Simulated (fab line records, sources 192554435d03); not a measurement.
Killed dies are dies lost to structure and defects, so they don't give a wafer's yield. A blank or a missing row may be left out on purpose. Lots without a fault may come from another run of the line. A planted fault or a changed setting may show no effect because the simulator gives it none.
A struck lot beside a sound one | flow n5_finfet | 14 steps out of a route of 1938
Sound: wafers L891.3, L891.4, L891.6. Struck: wafers L887.3, L887.4, L887.6. The cause comes at the end.
At each step with rows: each side's tool, then ch and its chambers, then its first start. Under that, the readings that differ: sound wafers | struck wafers | difference of the means | sigmas: that difference in standard deviations of wafers without a fault.
alike: readings whose means differ by less than 2 such deviations, and words and numbers that are the same on both sides. not compared: withheld readings, readings that some wafer has no value for, bounds like >300 that may hide the same value, and numbers for which the record gives no deviation and whose values overlap.
The two part at a step that has a row with sigmas, a row that says differs or no value, or rows on one side only. Numbers that don't overlap but have no deviation are shown without sigmas and don't part them. A reading that every wafer of one side lacks parts them only if that side has two wafers or more.

N5_BEOL_M3_STRIP_66: strips in CF4.
  sound on rie_diel-06 ch 1,2, day 10 23:46; struck on rie_diel-01 ch 1,2,3, day 10 03:16
  alike: chamber_pressure_mTorr, drypump_motor_current_A, oes_product_au, rf_vpp_V, showerhead_plenum_p_Torr, throttle_valve_pct
  not compared: rf_hours_counter_h
N5_BEOL_M3_HM_OPEN_17: chemistry Cl2/BCl3, target TiN, target depth 20 nm, overetch 6 nm.
  sound on rie_metal-01 ch 0,1, day 10 23:50; struck on rie_metal-02 ch 0,1, day 10 03:20
  alike: chamber_pressure_mTorr, drypump_motor_current_A, oes_product_au, throttle_valve_pct
  not compared: rf_hours_counter_h
N5_BEOL_M3_STRIP_19: strips in O2.
  sound on rie_diel-06 ch 1,3, day 10 23:55; struck on rie_diel-06 ch 1,3, day 10 03:27
  alike: chamber_pressure_mTorr, drypump_motor_current_A, oes_product_au, rf_vpp_V, showerhead_plenum_p_Torr, temp_c, throttle_valve_pct
  not compared: rf_hours_counter_h
N5_BEOL_M3_CD_MEAS_18: pitch 36 nm, target cd 18 nm.
  sound on cd_sem-01, day 10 23:59; struck on cd_sem-03, day 10 03:31
  alike: cd_nm
then, 8 steps without rows for these wafers: N5_BEOL_M3_COAT_67 (time 60 s, resist thk 60 nm); N5_BEOL_M3_COAT_68 (time 60 s, resist thk 12 nm); N5_BEOL_M3_COAT_76 (time 60 s, resist thk 5 nm); N5_BEOL_M3_COAT_22 (resist thk 30 nm); N5_BEOL_M3_EBR_24; N5_BEOL_M3_SOFTBAKE_23 (time 60 s); N5_BEOL_M3_EXPOSE_25 (exposes mask V2, defocus 5 nm); N5_BEOL_M3_PEB_26 (peb time 60 s).
N5_BEOL_M3_DEVELOP_27: develop time 30 s.
  sound on litho_track-05 ch 0, day 11 00:23; struck on litho_track-02, day 10 03:54
  no value came back on the struck wafers for chill_plate_temp_C (C), develop_time_s (s); on the sound wafers chill_plate_temp_C (C) reads 22.97 23.03 23.06
  reading                                      | sound          | struck   | difference | sigmas
  model.CAR-EUV_of_BEOL_M3_COAT_22.thk_nm (nm) | 29.6 29.8 29.6 | 30 30 30 | +0         |
N5_BEOL_M3_CD_MEAS_28: target cd 25.7 nm, target cd y 23.3 nm.
  sound on cd_sem-02 ch 0, day 11 00:26; struck on cd_sem-02 ch 0, day 10 03:58
  reading    | sound             | struck | difference                    | sigmas
  cd_nm (nm) | 25.92 25.84 25.54 | - - -  | no value on the struck wafers |

WHERE THEY PART
First at N5_BEOL_M3_DEVELOP_27; last, within this record, at N5_BEOL_M3_CD_MEAS_28.

WHY: what the simulator had put in
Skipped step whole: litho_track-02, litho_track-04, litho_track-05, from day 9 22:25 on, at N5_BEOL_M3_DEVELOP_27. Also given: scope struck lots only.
